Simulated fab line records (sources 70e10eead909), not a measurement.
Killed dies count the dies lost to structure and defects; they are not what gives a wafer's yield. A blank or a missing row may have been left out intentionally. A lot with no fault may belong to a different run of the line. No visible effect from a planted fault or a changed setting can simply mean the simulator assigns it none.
Which tool is to blame?    flow nand harc    14 lots, 42 wafers sampled, at 4 steps of a route of 1302

== WHAT THE GAUGES READ, wafer by wafer ==
NHARC_P_ZERO_WELL_CD_MEAS_52: target cd 2000 nm.
lot   measured      on         cd nm (nm)
L133  day 2 02:04   cd sem-02  1998.3 1999.1 1998.6
L135  day 2 21:59   cd sem-02  2000.0 1999.6 2000.2
L136  day 3 07:41   cd sem-02  2001.3 2000.4 2000.1
L137  day 3 17:52   cd sem-03  1999.2 1998.1 2000.5
L138  day 4 03:37   cd sem-03  1999.5 1999.2 2002.2
L139  day 4 13:53   cd sem-03  1999.2 1998.4 2001.2
L144  day 6 15:44   cd sem-02  1998.2 1999.5 1996.8
L145  day 7 01:49   cd sem-03  1999.8 1999.6 1998.3
L149  day 8 17:44   cd sem-01  1998.8 2000.2 1999.5
L150  day 9 04:27   cd sem-01  - - -
L151  day 9 16:07   cd sem-01  - - -
L152  day 9 23:59   cd sem-03  1998.9 2000.4 2000.1
L155  day 11 05:37  cd sem-01  1999.5 2000.8 2002.1
L156  day 11 15:38  cd sem-03  1999.8 1998.0 2000.3

NHARC_P_ZERO_WELL_INSPECT_43.
lot   measured      on                 raw defect count
L133  day 2 03:53   defect inspect-01  12 24 23
L135  day 2 23:49   defect inspect-02  6 13 12
L136  day 3 09:31   defect inspect-01  15 24 33
L137  day 3 19:44   defect inspect-01  12 11 10
L138  day 4 05:27   defect inspect-02  32 13 23
L139  day 4 15:41   defect inspect-02  11 9 12
L144  day 6 17:38   defect inspect-01  7 9 11
L145  day 7 03:38   defect inspect-02  14 10 11
L149  day 8 19:32   defect inspect-02  11 13 3
L150  day 9 06:33   defect inspect-01  1174 1077 1112
L151  day 9 17:58   defect inspect-02  1119 1124 1108
L152  day 10 01:56  defect inspect-01  23 9 4
L155  day 11 07:26  defect inspect-02  3 5 14
L156  day 11 17:37  defect inspect-02  10 13 18

== WHAT TOOL EACH LOT RAN ON (gives the tool, then ch and the chambers of the sampled wafers, and finally the start) ==
lot   NHARC_P_ZERO_WELL_DESCUM_26         NHARC_P_ZERO_WELL_EXPOSE_49
L133  rie diel-08 ch 0,1, day 1 23:03     krf scanner-02 ch 0, day 2 01:55
L135  rie diel-13 ch 0,3, day 2 18:44     krf scanner-04 ch 0, day 2 21:50
L136  rie diel-08 ch 2,3, day 3 04:41     krf scanner-04 ch 0, day 3 07:32
L137  rie diel-05 ch 1,2,3, day 3 14:44   krf scanner-01 ch 0, day 3 17:42
L138  rie diel-13 ch 0,1,2, day 4 00:38   krf scanner-04 ch 0, day 4 03:28
L139  rie diel-08 ch 1,2, day 4 10:47     krf scanner-01 ch 0, day 4 13:44
L144  rie diel-05 ch 0,1, day 6 12:44     krf scanner-01 ch 0, day 6 15:34
L145  rie diel-08 ch 0,1,3, day 6 22:43   krf scanner-02 ch 0, day 7 01:39
L149  rie diel-08 ch 0,1,3, day 8 14:40   krf scanner-02 ch 0, day 8 17:35
L150  rie diel-05 ch 1,2,3, day 9 01:25   krf scanner-02, day 9 04:17
L151  rie diel-13 ch 1,2,3, day 9 12:59   krf scanner-01, day 9 15:57
L152  rie diel-08 ch 0,2,3, day 9 20:49   krf scanner-02 ch 0, day 9 23:50
L155  rie diel-08 ch 0,1,3, day 11 02:38  krf scanner-01 ch 0, day 11 05:28
L156  rie diel-08 ch 0,3, day 11 12:39    krf scanner-02 ch 0, day 11 15:29
- NHARC_P_ZERO_WELL_DESCUM_26: chemistry O2, time 3 s.
- NHARC_P_ZERO_WELL_EXPOSE_49: exposes mask P HVPW, target cd 2000 nm.

== AS READ BY THE TOOLS THEMSELVES (means over the sampled wafers that have a number; for cases with no such wafer, the mark the record gives instead) ==
NHARC_P_ZERO_WELL_DESCUM_26.
lot   tool         chamber pressure mTorr (mTorr)  drypump motor current A (A)  oes product au (a.u.)  rf vpp V (V)  showerhead plenum p Torr (Torr)  throttle valve pct (%)
L133  rie diel-08  59.97                           5.7                          0.993                  57.4          1.93                             11.314
L135  rie diel-13  60.03                           6.0                          1.000                  58.3          1.89                             11.310
L136  rie diel-08  60.01                           6.2                          0.998                  57.3          1.92                             11.303
L137  rie diel-05  59.99                           5.2                          1.003                  57.9          1.90                             11.312
L138  rie diel-13  59.99                           5.6                          0.993                  58.1          1.96                             11.305
L139  rie diel-08  60.01                           5.9                          1.005                  56.7          1.80                             11.320
L144  rie diel-05  60.03                           5.4                          1.005                  58.1          1.88                             11.317
L145  rie diel-08  60.00                           6.1                          0.995                  57.7          1.92                             11.303
L149  rie diel-08  60.02                           6.1                          1.004                  57.9          1.92                             11.308
L150  rie diel-05  60.00                           5.2                          1.005                  57.3          1.89                             11.319
L151  rie diel-13  59.96                           5.2                          1.003                  58.2          1.93                             11.310
L152  rie diel-08  59.98                           5.8                          1.001                  57.6          1.90                             11.311
L155  rie diel-08  59.99                           6.1                          1.000                  56.6          1.91                             11.311
L156  rie diel-08  60.04                           5.7                          0.999                  58.6          1.96                             11.315

NHARC_P_ZERO_WELL_EXPOSE_49.
lot   tool            exposure dose mJ cm2  focus offset nm (nm)  stage vel mm s (mm/s)
L133  krf scanner-02  22.638                -0.5                  500.10
L135  krf scanner-04  22.627                -0.7                  499.87
L136  krf scanner-04  22.648                0.5                   500.26
L137  krf scanner-01  22.632                0.3                   500.00
L138  krf scanner-04  22.635                -0.2                  499.98
L139  krf scanner-01  22.655                -0.0                  499.65
L144  krf scanner-01  22.627                0.5                   500.02
L145  krf scanner-02  22.623                0.1                   499.98
L149  krf scanner-02  22.668                -0.1                  499.79
L150  krf scanner-02  -                     -                     -
L151  krf scanner-01  -                     -                     -
L152  krf scanner-02  22.652                -0.3                  500.19
L155  krf scanner-01  22.612                0.1                   500.00
L156  krf scanner-02  22.636                0.5                   499.91

== THE ANSWER, worked out from the rows above alone ==
Rule: the lots themselves supply what counts as usual. Put in order of their means at a reading, lots are off if they are a third of the lots or fewer, leave a main group of 4 or more, and stand apart from it by a gap of 3 or more times the standard deviation of the main group's means; of several such gaps the widest counts. The tables above print the reading to a certain number of digits; a main group whose means all agree to those digits is not used. A lot without any number at a reading at which 4 lots or more have one is off too. All remaining lots with rows at the step are treated as sound. Order of review: gauges by route order, followed by the tools' own readings, for which a lot's mean as printed above is used. At the first step where some lot is off, the reading lying furthest off is the one used; lots without a number count as furthest.
Off: L150, L151 (NHARC_P_ZERO_WELL_CD_MEAS_52, cd nm). Without a number there: L150, L151. Mean 1999.6 nm and standard deviation 0.73 in the main group.
If a tool, at a process step before that reading, ran all the lots that are off and no sound lot after the first of them, it fits. The gauges at NHARC_P_ZERO_WELL_CD_MEAS_52 aren't tried: what is off there is off at NHARC_P_ZERO_WELL_INSPECT_43 too, on other tools, and a gauge's error can't cause that. Of those tried, none fits.

== WHAT THE SIMULATOR HAD PUT IN ==
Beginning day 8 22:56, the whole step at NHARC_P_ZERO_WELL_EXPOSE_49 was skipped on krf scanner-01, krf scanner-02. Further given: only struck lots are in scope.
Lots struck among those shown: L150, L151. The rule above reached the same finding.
